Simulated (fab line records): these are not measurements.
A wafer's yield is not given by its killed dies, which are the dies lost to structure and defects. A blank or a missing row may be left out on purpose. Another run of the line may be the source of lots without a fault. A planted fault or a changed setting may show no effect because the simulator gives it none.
A struck lot beside a sound one | flow n5-finfet | 26 out of 1938 route steps
Sound: wafers L711.2, L711.3, L711.4. The struck wafers were L716.2, L716.4, L716.5. The cause is given at the end.
Per side, at each step with rows, come the tool, then ch with its chambers, and then its first start. Under that, the readings that differ: sound wafers | struck wafers | difference of the means | sigmas: that difference in standard deviations of wafers without a fault.
alike: same words and numbers on both sides, and readings whose means sit less than 2 such deviations apart. not compared: any withheld reading, any reading some wafer has no value for, any bound like >300 that may hide the same value, and any number with overlapping values for which the record gives no deviation.
Wherever a step has rows on one side only, a row that says differs or no value, or a row with sigmas, the two part there. Numbers that have no deviation but don't overlap get no sigmas and don't part them. A reading that every wafer of one side lacks parts them only if that side has two wafers or more.

first, 1 step without rows for these wafers: N5_HKMG_FIN_WET_ETCH_78 (etches Al2O3 in dNH4OH, stops on La2O3, target depth 4.5 nm, rinse time 30 s).
N5_HKMG_FIN_ALD_79: deposits TiN, target thk 1.5 nm, pulse time 1 s, purge time 3 s.
  sound on ald-metal-02 ch 0,1,2, day 6 11:43; struck on ald-metal-03 ch 1,3, day 7 16:46
  alike: heater-power-w, precursor-pulse-height-rel
N5_HKMG_FIN_CVD_62: deposits a-Si from Si2H6, target thk 3 nm, time 20.8 s.
  sound on thermal-cvd-si-01 ch 0,1, day 6 12:04; struck on thermal-cvd-si-01 ch 0,1,2, day 7 17:08
  alike: heater-power-w
then, 5 steps without rows for these wafers: N5_HKMG_FIN_RTA_80 (time 2 s); N5_HKMG_FIN_PRECLEAN_64 (cleans in dHF, time 30 s); N5_HKMG_FIN_WET_ETCH_65 (etches a-Si in TMAH, stops on TiN, time 49 s, target depth 3 nm); N5_HKMG_FIN_WET_ETCH_81 (etches TiN in SC1, stops on HfO2, time 57 s, target depth 6 nm); N5_HKMG_FIN_WET_ETCH_82 (etches La2O3 in dHCl, stops on HfO2, target depth 2 nm, rinse time 30 s).
N5_HKMG_FIN_ALD_36: deposits TiN, target thk 1 nm, pulse time 1 s, purge time 3 s.
  sound on ald-metal-03 ch 0,1,2, day 6 12:32; struck on ald-metal-04 ch 0,1,3, day 7 17:38
  alike: heater-power-w, precursor-pulse-height-rel
N5_HKMG_FIN_THK_MEAS_70: measures by xrf.
  sound on film-metro-02, day 6 12:49; struck on film-metro-02, day 7 17:55
  alike: HK_THK
N5_HKMG_FIN_PWFM_ALD_03: deposits TiN, target thk 2 nm, pulse time 1 s, purge time 3 s.
  sound on ald-metal-03 ch 0,1,2, day 6 12:52; struck on ald-metal-04 ch 2,3, day 7 17:58
  alike: heater-power-w, precursor-pulse-height-rel
then, 1 step without rows for these wafers: N5_HKMG_FIN_COAT_29 (time 60 s, resist thk 300 nm).
N5_HKMG_FIN_COAT_30: time 60 s, resist thk 35 nm.
  sound on litho-track-03 ch 0, day 6 13:20; struck on litho-track-03 ch 0, day 7 18:26
  reading                                     | sound                | struck               | difference | sigmas
  spin-speed-rpm (rpm)                        | 1500.1 1500.2 1498.7 | 1397.9 1399.3 1400.6 | -100.4     | -99 or more
  model.SiARC_of_HKMG_FIN_COAT_30.thk-nm (nm) | 34.8 35 35           | 36.2 36.2 36.2       | +1.3       |
  alike: exhaust-pa, heater-power-total-W
then, 6 steps without rows for these wafers: N5_HKMG_FIN_COAT_06 (resist thk 90 nm); N5_HKMG_FIN_EBR_08; N5_HKMG_FIN_SOFTBAKE_07 (time 60 s); N5_HKMG_FIN_EXPOSE_09 (exposes mask NWFM); N5_HKMG_FIN_PEB_10 (peb time 60 s); N5_HKMG_FIN_DEVELOP_11 (develop time 30 s).
N5_HKMG_FIN_CD_MEAS_12 targets a cd of 92.8 nm.
  sound on cd-sem-02 ch 0, day 6 13:42; struck on cd-sem-01 ch 0, day 7 18:48
  alike: cd-nm
N5_HKMG_FIN_OVL_MEAS_13:
  sound on overlay-01 ch 0, day 6 13:44; struck on overlay-01 ch 0, day 7 18:49
  reading       | sound       | struck         | difference | sigmas
  NWFM_OVL (nm) | 0.7 1.1 1.5 | -1.2 -0.7 -0.4 | -1.9       | -3
N5_HKMG_FIN_INSPECT_14: inspects for defects (macro).
  sound on defect-inspect-02, day 6 13:45; struck on defect-inspect-02, day 7 18:51
  alike: raw-defect-count
N5_HKMG_FIN_DESCUM_17: chemistry O2, time 7.9 s.
  sound on rie-diel-05 ch 0,2,3, day 6 13:47; struck on rie-diel-06 ch 1,2,3, day 7 18:53
  alike: chamber-pressure-mTorr, drypump-motor-current-A, oes-product-au, rf-vpp-V, showerhead-plenum-p-Torr, throttle-valve-pct
  not compared: rf-hours-counter-h
N5_HKMG_FIN_ETCH_31: etches SiARC in CF4, target depth 45.5 nm, time 75.8 s.
  sound on rie-diel-05 ch 0,2,3, day 6 13:49; struck on rie-diel-06 ch 1,2,3, day 7 18:55
  reading                                       | sound            | struck            | difference | sigmas
  model.etch.depth-nm (nm)                      | 34.9 34.94 34.94 | 36.24 36.11 36.28 | +1.28      |
  model.CAR-ArF_of_HKMG_FIN_COAT_06.thk-nm (nm) | 50.8 51 50.8     | 49.4 49.6 49.6    | -1.3       |
  alike: chamber-pressure-mTorr, drypump-motor-current-A, etch-rf-on-time-s, oes-product-au, rf-vpp-V, showerhead-plenum-p-Torr, throttle-valve-pct
  not compared: rf-hours-counter-h
N5_HKMG_FIN_ETCH_32: etches SOC in N2/H2, target depth 240 nm, time 300 s.
  sound on rie-diel-05 ch 0,2,3, day 6 13:52; struck on rie-diel-06 ch 1,2,3, day 7 18:58
  reading                                     | sound          | struck       | difference | sigmas
  model.SiARC_of_HKMG_FIN_COAT_30.thk-nm (nm) | 20.8 21.4 21.6 | 22.8 22 22.4 | +1.1       |
  alike: chamber-pressure-mTorr, drypump-motor-current-A, oes-product-au, rf-vpp-V, showerhead-plenum-p-Torr, throttle-valve-pct
  not compared: rf-hours-counter-h
then, 1 step without rows for these wafers: N5_HKMG_FIN_STRIP_33 (strips in N2/H2).

## WHERE THEY PART
First at N5_HKMG_FIN_COAT_30; last, within this record, at N5_HKMG_FIN_OVL_MEAS_13. Later steps at which nothing parts them and some readings are alike: N5_HKMG_FIN_INSPECT_14, N5_HKMG_FIN_DESCUM_17, N5_HKMG_FIN_ETCH_31, N5_HKMG_FIN_ETCH_32.

WHY: what had been put in by the simulator
Drift in process parameters on litho-track-03 at N5_HKMG_FIN_COAT_30, starting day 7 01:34. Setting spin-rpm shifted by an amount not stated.
